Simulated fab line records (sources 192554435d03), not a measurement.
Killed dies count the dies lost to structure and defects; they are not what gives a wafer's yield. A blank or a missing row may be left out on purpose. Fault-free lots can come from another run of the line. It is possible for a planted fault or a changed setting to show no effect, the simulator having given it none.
What tool caused it? / flow n5-finfet / 10 lots, 30 wafers sampled, at 4 steps of a route of 1938

== WHAT THE GAUGES READ, wafer by wafer ==
N5_BEOL_M10_THK_MEAS_01.
lot=L075; measured=day 9 22:44; on=film-metro-01; M10_ILD_THK (nm)=264 266 263
lot=L076; measured=day 10 02:15; on=film-metro-01; M10_ILD_THK (nm)=267 261 273
lot=L079; measured=day 10 19:48; on=film-metro-02; M10_ILD_THK (nm)=267 269 271
lot=L081; measured=day 10 23:28; on=film-metro-02; M10_ILD_THK (nm)=265 266 270
lot=L083; measured=day 12 05:29; on=film-metro-02; M10_ILD_THK (nm)=265 269 270
lot=L085; measured=day 12 13:00; on=film-metro-02; M10_ILD_THK (nm)=266 268 269
lot=L088; measured=day 13 10:32; on=film-metro-02; M10_ILD_THK (nm)=268 269 271
lot=L090; measured=day 13 12:29; on=film-metro-02; M10_ILD_THK (nm)=263 269 264
lot=L092; measured=day 14 17:44; on=film-metro-02; M10_ILD_THK (nm)=272 271 273
lot=L097; measured=day 16 03:49; on=film-metro-01; M10_ILD_THK (nm)=263 264 269

== EACH LOT AND THE TOOL THAT RAN IT (in order: tool; ch and the chambers of the sampled wafers; start) ==
lot=L075; N5_BEOL_M9_ETCH_76=rie-diel-06 ch 1,2,3, day 9 17:08; N5_BEOL_M9_ETCH_65=rie-diel-06 ch 1,2,3, day 9 17:09; N5_BEOL_M9_ETCH_66=rie-diel-06 ch 1,2,3, day 9 17:10
lot=L076; N5_BEOL_M9_ETCH_76=rie-diel-05 ch 1,2,3, day 9 22:27; N5_BEOL_M9_ETCH_65=rie-diel-05 ch 1,2,3, day 9 22:28; N5_BEOL_M9_ETCH_66=rie-diel-05 ch 1,2,3, day 9 22:30
lot=L079; N5_BEOL_M9_ETCH_76=rie-diel-05 ch 0,1, day 10 15:35; N5_BEOL_M9_ETCH_65=rie-diel-05 ch 0,1, day 10 15:35; N5_BEOL_M9_ETCH_66=rie-diel-05 ch 0,1, day 10 15:37
lot=L081; N5_BEOL_M9_ETCH_76=rie-diel-04 ch 0,2, day 10 17:47; N5_BEOL_M9_ETCH_65=rie-diel-04 ch 0,2, day 10 17:48; N5_BEOL_M9_ETCH_66=rie-diel-04 ch 0,2, day 10 17:50
lot=L083; N5_BEOL_M9_ETCH_76=rie-diel-05 ch 0,2,3, day 11 23:59; N5_BEOL_M9_ETCH_65=rie-diel-05 ch 0,2,3, day 12 00:01; N5_BEOL_M9_ETCH_66=rie-diel-05 ch 0,2,3, day 12 00:02
lot=L085; N5_BEOL_M9_ETCH_76=rie-diel-04 ch 2,3, day 12 08:34; N5_BEOL_M9_ETCH_65=rie-diel-04 ch 2,3, day 12 08:35; N5_BEOL_M9_ETCH_66=rie-diel-04 ch 2,3, day 12 08:37
lot=L088; N5_BEOL_M9_ETCH_76=rie-diel-05 ch 0,2,3, day 13 05:44; N5_BEOL_M9_ETCH_65=rie-diel-05 ch 0,2,3, day 13 05:45; N5_BEOL_M9_ETCH_66=rie-diel-05 ch 0,2,3, day 13 05:47
lot=L090; N5_BEOL_M9_ETCH_76=rie-diel-05 ch 0,1, day 13 08:30; N5_BEOL_M9_ETCH_65=rie-diel-05 ch 0,1, day 13 08:31; N5_BEOL_M9_ETCH_66=rie-diel-05 ch 0,1, day 13 08:33
lot=L092; N5_BEOL_M9_ETCH_76=rie-diel-04 ch 0,1, day 14 14:20; N5_BEOL_M9_ETCH_65=rie-diel-04 ch 0,1, day 14 14:20; N5_BEOL_M9_ETCH_66=rie-diel-04 ch 0,1, day 14 14:22
lot=L097; N5_BEOL_M9_ETCH_76=rie-diel-05 ch 1,2,3, day 15 23:32; N5_BEOL_M9_ETCH_65=rie-diel-05 ch 1,2,3, day 15 23:33; N5_BEOL_M9_ETCH_66=rie-diel-05 ch 1,2,3, day 15 23:35
- N5_BEOL_M9_ETCH_76: etches underlayer in N2/H2, target depth 6.5 nm, time 5.2 s.
- N5_BEOL_M9_ETCH_65: etches SiARC in CF4, target depth 15.6 nm, time 26 s.
- N5_BEOL_M9_ETCH_66: etches SOC in N2/H2, target depth 80 nm, overetch 16 nm, time 120 s.

== THE ANSWER, worked out from the rows above alone ==
Rule: the lots themselves supply what counts as usual. Put in order of their means at a reading, lots are off if they are a third of the lots or fewer, leave a main group of 4 or more, and stand apart from it by a gap of 3 or more times the standard deviation of the main group's means; of several such gaps the widest counts. A main group whose means are all the same, to the digits that the tables above print for the reading, isn't used. A lot without any number at a reading at which 4 lots or more have one is off too. The other lots that the step has rows for count as sound.
None of the lots is off at any reading shown; this tells nothing.

== WHAT THE SIMULATOR HAD INSERTED ==
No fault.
